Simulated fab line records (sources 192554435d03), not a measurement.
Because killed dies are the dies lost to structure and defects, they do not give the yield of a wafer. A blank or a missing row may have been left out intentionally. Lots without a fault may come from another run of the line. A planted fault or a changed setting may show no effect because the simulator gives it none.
Problem report in the 8D (eight disciplines) form, filled by code -- flow n5 finfet -- the parts of the form that need people (team, actions taken, sign-off) are left out

== 1. THE PROBLEM ==
Wafers without a fault read 185.0 W, standard deviation 0.52; bias w at N5_BEOL_M5_TRENCH_ETCH_37 reads a mean of 195.9 W on 6 wafers belonging to 2 lots. Relative to the usual mean, that is a shift of +21 standard deviations.
The step: etches SiCOH lowk in C4F6/O2, target depth 71.652 nm, time 24.7 s.
Seen first at day 12 14:35 on rie diel-05, wafer L727.2. At this step, 30 wafers from 10 lots have a number in the record. Rule for "out", or "out of limits": more than 4 standard deviations from the usual mean. All remaining wafers that have a number are taken as sound.

== 2. WHAT IT IS; WHAT IT IS NOT ==
question,is,is not
which readings at this step,bias w,"drypump motor current A, showerhead plenum p Torr, throttle valve pct"
which lots,"L727, L728","L710, L711, L714, L715, L716, L718, L721, L731"
which wafers of those lots,all that have a number,-
read on which tools,rie diel-05,"rie diel-01, rie diel-06"
when,from day 12 14:35,up to then (21 sound wafers); but 3 sound wafers of L731 came after

== 3. SUSPECTS, AND WHAT RULES EACH OUT ==
Counting: a tool stays on the suspect list if, at a process step up to the reading, it processed all lots that are out and no sound lot following the first of them.
- rie diel-05 at N5_BEOL_M5_TRENCH_ETCH_37 (etches SiCOH lowk in C4F6/O2, target depth 71.652 nm, time 24.7 s): kept. All lots that are out passed through it, beginning with L727 at day 12 14:35, and no sound lot followed; its final sound lot before that point was L718 at day 10 19:31. Its own readings are out on those wafers: bias w.
The count leaves rie diel-05 at N5_BEOL_M5_TRENCH_ETCH_37.

== 4. THE CAUSE (what the simulator had put in) ==
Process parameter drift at N5_BEOL_M5_TRENCH_ETCH_37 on rie diel-05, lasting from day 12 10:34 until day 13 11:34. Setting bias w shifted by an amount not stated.
Only this tool survived the counting.

== 5. THE EFFECT CHAIN, in route order ==
Each row: a reading where the mean over the struck wafers with a number is more than 3 standard deviations away from the usual. Only readings whose record carries a usual standard deviation are examined. hours: median over the lots of the time between each lot's start at the first step of this table that gives one and its start at this step. sigmas: the change, counted in usual standard deviations.
hours,step,reading,usual,on struck wafers,change,sigmas
0,N5_BEOL_M5_TRENCH_ETCH_37,bias w,185.0 W,195.9,+10.9,+21
0,N5_BEOL_M5_TRENCH_ETCH_37,rf vpp V,664 V,708,+44,+4.0
It contains these process steps:
- N5_BEOL_M5_TRENCH_ETCH_37: etches SiCOH lowk in C4F6/O2, target depth 71.652 nm, time 24.7 s.

== 6. WHAT WOULD HAVE CAUGHT IT SOONER ==
In this record the first reading out of limits was taken at day 12 14:35, 4 hours after the fault began at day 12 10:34.
